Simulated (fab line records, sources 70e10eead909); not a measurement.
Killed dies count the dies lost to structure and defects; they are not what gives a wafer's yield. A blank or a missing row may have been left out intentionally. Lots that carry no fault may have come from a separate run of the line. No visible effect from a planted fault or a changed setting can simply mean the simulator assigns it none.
One fault through the eyes of 2 desks ; flow nand-harc ; each desk has only its own numbers; what lay behind them comes last

AT THE TOOL OWNER'S DESK: pecvd-02
The tool's own readings at NHARC_A_ONON_D1_DEP_33 (deposits SiO2, target thk 200 nm): means of the sampled wafers that have a number, for each lot that ran on this tool. Marked OUT: a lot whose mean sits more than 4 standard deviations from the usual mean, which makes it out of limits; the brackets give that distance.
Columns: A = heater-power-w at NHARC_A_ONON_D1_DEP_33, usual 561 W; B = mfc-precursor-sccm at NHARC_A_ONON_D1_DEP_33, usual 161.4 sccm; C = throttle-valve-pct at NHARC_A_ONON_D1_DEP_33, usual 16.5 %
lot;first seen here;A;B;C
L759;day 9 08:18;575;161.2;16.6
L761;day 9 18:44;562;196.1 (+65) OUT;16.9
L762;day 10 10:55;574;197.1 (+67) OUT;17.6
L769;day 13 04:44;617;161.1;16.8
L771;day 14 12:16;576;161.5;16.7
L774;day 15 11:26;601;160.8;17.2
L776;day 16 17:40;567;161.3;17.0
L777;day 16 18:02;635;161.4;16.6
L778;day 17 10:30;567;161.5;16.9
This desk finds L761, L762 out of limits, L761 being first, at day 9 18:44 (mfc-precursor-sccm at NHARC_A_ONON_D1_DEP_33). L759, L769, L771, L774, L776, L777, L778 stayed within limits.

THE METROLOGY DESK
Lot by lot, what the gauges showed, no matter which tool ran the lot: averages of those sampled wafers that carry a number. Marked OUT: a lot whose mean sits more than 4 standard deviations from the usual mean, which makes it out of limits; the brackets give that distance.
Columns: A = cd-nm at NHARC_A_ZERO_WELL_CD_MEAS_10, usual 1999.7 nm; B = thk-nm at NHARC_A_SOURCE_PLATE_THK_MEAS_09, usual 9.8 nm; C = thk-nm at NHARC_A_ONON_D1_THK_MEAS_34, usual 200.5 nm; D = overlay-x-nm at NHARC_A_CHANNEL_HOLE_D1_OVL_MEAS_11, usual 0.0 nm; E = overlay-y-nm at NHARC_A_CHANNEL_HOLE_D1_OVL_MEAS_11, usual 0.1 nm
lot;first seen here;A;B;C;D;E
L757;day 6 19:18;1999.9;9.5;198.7;-0.3;1.4
L759;day 7 22:26;1999.3;9.9;201.7;-0.6;0.2
L761;day 8 07:45;2001.0;8.7;245.9 (+18) OUT;1.1;-1.0
L762;day 8 21:49;2000.1;9.9;243.8 (+17) OUT;1.0;0.9
L769;day 11 16:37;1998.9;10.0;200.4;0.0;0.4
L771;day 13 00:42;2003.1;9.9;201.1;0.1;0.5
L774;day 14 00:49;1998.6;10.1;200.1;0.6;0.0
L775;day 14 10:17;2000.6;9.0;200.1;0.8;-0.3
L777;day 15 02:55;1998.9;10.3;198.9;-1.5;1.2
L776;day 15 03:48;1998.8;9.1;200.0;-0.7;-0.1
L778;day 15 23:06;1997.2;9.9;199.3;1.8;-0.5
L779;day 16 05:39;2001.0;10.2;198.9;0.5;0.2
L780;day 16 18:07;2000.6;10.8;204.3;-0.2;-0.9
This desk finds L761, L762 out of limits, L761 being first, at day 9 19:01 (thk-nm at NHARC_A_ONON_D1_THK_MEAS_34). L757, L759, L769, L771, L774, L775, L777, L776, L778, L779, L780 stayed within limits.

PUT TOGETHER
The tool owner's desk could have raised an alarm at day 9 18:44, on L761, L762.
An alarm was possible from the metrology desk at day 9 19:01, on L761, L762.
The lots listed all ran NHARC_A_ONON_D1_DEP_33 on pecvd-02.

WHAT WAS PUT IN BY THE SIMULATOR
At NHARC_A_ONON_D1_DEP_33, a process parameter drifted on pecvd-02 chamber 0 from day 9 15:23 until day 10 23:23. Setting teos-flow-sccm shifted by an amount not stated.
Lots struck among those shown: L761, L762.
Counting hours from when the fault started, the first reading out of limits came at 3 for the tool owner's desk and at 4 for the metrology desk.
